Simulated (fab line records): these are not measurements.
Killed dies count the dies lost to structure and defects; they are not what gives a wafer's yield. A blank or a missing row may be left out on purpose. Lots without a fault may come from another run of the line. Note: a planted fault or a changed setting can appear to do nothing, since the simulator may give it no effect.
Problem report, 8D (eight disciplines) form, completed by code / flow n5Finfet / the parts of the form that need people (team, actions taken, sign-off) are left out

1. THE PROBLEM
At N5_BEOL_M2_CVD_47, runLengthS averages 408.0 s over 3 wafers from 2 lots, while fault-free wafers read 246.8 s, standard deviation 0.67. That is +99 or more standard deviations from the usual mean.
The step: deposits Co from CCTBA/H2, target thk 3 nm, time 223.8 s.
The first sign was on wafer L787.2 at day 9 17:26, on cvdCo-01. At this step, 30 wafers from 10 lots have a number in the record. Rule for "out" (also "out of limits"): further than 4 standard deviations from the usual mean. Any other wafer with a number is counted as sound.

2. WHAT IT IS, AND WHAT IT ISN'T
question=which readings at this step | is=runLengthS | is not=-
question=which lots | is=L787, L788 | is not=L776, L778, L779, L784, L786, L789, L793, L798
question=which wafers of those lots | is=L787.2, L787.4, L788.2 | is not=L787.3, L788.3, L788.5
question=read on which tools | is=cvdCo-01 | is not=cvdCo-02
question=when | is=from day 9 17:26 | is not=up to then (16 sound wafers); but 11 sound wafers of L788, L789, L793, L798 came after

3. WHAT RULES OUT EACH SUSPECT
Counting: any tool at a process step up to the reading remains a suspect provided it ran every lot that is out. Sound lots after the first of them don't rule it out here, since some wafers of a struck lot are sound.
- rieDiel-02 at N5_BEOL_M2_VIA_ETCH_34 (etches the open film in C4F6/O2, target depth 69.4 nm, time 65.9 s): kept. It processed each lot that is out (first: L787, day 9 16:04); up to then, its last sound lot is L786 (day 9 03:16).
- cvdCo-01 at N5_BEOL_M2_CVD_47 (deposits Co from CCTBA/H2, target thk 3 nm, time 223.8 s): kept. It processed each lot that is out (first: L787, day 9 17:26); up to then, its last sound lot is L786 (day 9 04:35). Its own runLengthS readings are out on those wafers.
The count leaves cvdCo-01 at N5_BEOL_M2_CVD_47 and rieDiel-02 at N5_BEOL_M2_VIA_ETCH_34.

4. THE CAUSE (what the simulator had put in)
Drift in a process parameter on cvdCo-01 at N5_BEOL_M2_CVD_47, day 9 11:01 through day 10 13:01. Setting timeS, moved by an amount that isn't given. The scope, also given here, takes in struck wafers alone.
This tool is one of the 2 suspects left after counting.

5. SEQUENCE OF EFFECTS, ordered by route
Rows list readings where the struck wafers' mean (over those with a number) sits beyond 3 standard deviations from the usual. Readings are gone through only where the record gives a usual standard deviation; hours: the median, over the lots, of the time from a lot's start at the first step in this table giving one to that lot's start at this step; sigmas: the change measured in usual standard deviations.
hours=0; step=N5_BEOL_M2_CVD_47; reading=runLengthS; usual=246.8 s; on struck wafers=408.0; change=+161.2; sigmas=+99 or more
The process steps in it:
- N5_BEOL_M2_CVD_47: deposits Co from CCTBA/H2, target thk 3 nm, time 223.8 s.
Later measuring or inspecting steps at which every struck wafer that the step has a row for has a number for every such reading, and none has moved that far: N5_BEOL_M4_RC_MEAS_101.

6. WHAT WOULD HAVE CAUGHT IT SOONER
In this record the first reading out of limits was taken at day 9 17:26, 6 hours after the fault began at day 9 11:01.
